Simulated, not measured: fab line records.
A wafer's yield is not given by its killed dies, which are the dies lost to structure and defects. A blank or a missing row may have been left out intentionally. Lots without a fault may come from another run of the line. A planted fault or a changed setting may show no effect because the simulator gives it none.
Problem report in the 8D (eight disciplines) form, filled by code + flow n5 finfet + the parts of the form that need people (team, actions taken, sign-off) are left out

== 1. WHAT WENT WRONG ==
A mean of 1.22 a.u. is read at N5_BEOL_M15_ETCH_57 for oes product au, taken on 1 wafer of 1 lot, against 0.82 a.u. (standard deviation 0.087) on wafers free of any fault. Measured from the usual mean, that is +4.6 standard deviations.
The step: etches SOC in N2/H2, time 750 s.
Earliest sighting: wafer L574.1 on rie diel-01 at day 17 14:04. At this step, 31 wafers from 11 lots have a number in the record. Rule for "out" (also "out of limits"): further than 4 standard deviations from the usual mean. Any other wafer with a number is counted as sound.

== 2. WHAT IT IS, WHAT IT ISN'T ==
| question                    | is                     | is not                                                                                                  |
|-----------------------------|------------------------|---------------------------------------------------------------------------------------------------------|
| which readings at this step | oes product au         | chamber pressure mTorr, drypump motor current A, rf vpp V, showerhead plenum p Torr, throttle valve pct |
| which lots                  | L574                   | L552, L553, L554, L555, L556, L557, L560, L562, L563, L575                                              |
| which wafers of those lots  | all that have a number | -                                                                                                       |
| read on which tools         | rie diel-01            | rie diel-02, rie diel-05                                                                                |
| when                        | from day 17 14:04      | up to then (27 sound wafers); but 3 sound wafers of L575 came after                                     |

== 3. SUSPECTS, AND WHAT RULES EACH OUT ==
Counting: a tool at any process step up to the reading remains a suspect when it ran all the lots that are out and ran no sound lot after the first of those.
- pvd sputter-02 at N5_BEOL_M14_SPUTTER_45 (material Cu, target thk 100 nm, time 16.67 s): kept. It ran the lot that is out, L574 (day 17 11:44), and no sound lot after that; its last sound lot up to then is L563 (day 13 23:01).
- rie diel-02 at N5_BEOL_M15_STRIP_63 (strips in O2): kept. It ran the lot that is out, L574 (day 17 13:58), and no sound lot after that; its last sound lot up to then is L563 (day 14 01:40). N5_BEOL_M15_STRIP_63: start missing for some lots; hours and lot order therefore follow N5_BEOL_M15_CD_MEAS_17.
- rie diel-01 at N5_BEOL_M15_ETCH_57 (etches SOC in N2/H2, time 750 s): kept. It ran the lot that is out, L574 (day 17 14:04), and no sound lot after that; its last sound lot up to then is L563 (day 14 01:49). Its own readings are out on those wafers: oes product au.
After the count, these remain: pvd sputter-02 at N5_BEOL_M14_SPUTTER_45, rie diel-02 at N5_BEOL_M15_STRIP_63 and rie diel-01 at N5_BEOL_M15_ETCH_57.

== 4. THE CAUSE (what the simulator had put in) ==
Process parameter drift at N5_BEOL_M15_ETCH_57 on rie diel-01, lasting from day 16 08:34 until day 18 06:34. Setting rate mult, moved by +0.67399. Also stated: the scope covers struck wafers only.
Counting leaves 3 suspects; this tool is one of them.

== 5. THE EFFECT CHAIN, in route order ==
Rows list readings where the struck wafers' mean (over those with a number) sits beyond 3 standard deviations from the usual. Scope: only readings with a usual standard deviation given in the record; hours: median across lots of the time from each lot's start at the first step in this table that gives one to its start at this step; sigmas: change in usual standard deviations.
| hours | step                | reading        | usual     | on struck wafers | change | sigmas |
|-------|---------------------|----------------|-----------|------------------|--------|--------|
| 0     | N5_BEOL_M15_ETCH_57 | oes product au | 0.82 a.u. | 1.22             | +0.40  | +4.6   |
Here are the process steps it includes:
- N5_BEOL_M15_ETCH_57: etches SOC in N2/H2, time 750 s.

== 6. WHAT WOULD HAVE CAUGHT IT SOONER ==
First out-of-limits reading in this record: day 17 14:04, which is 30 hours after fault onset at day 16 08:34.
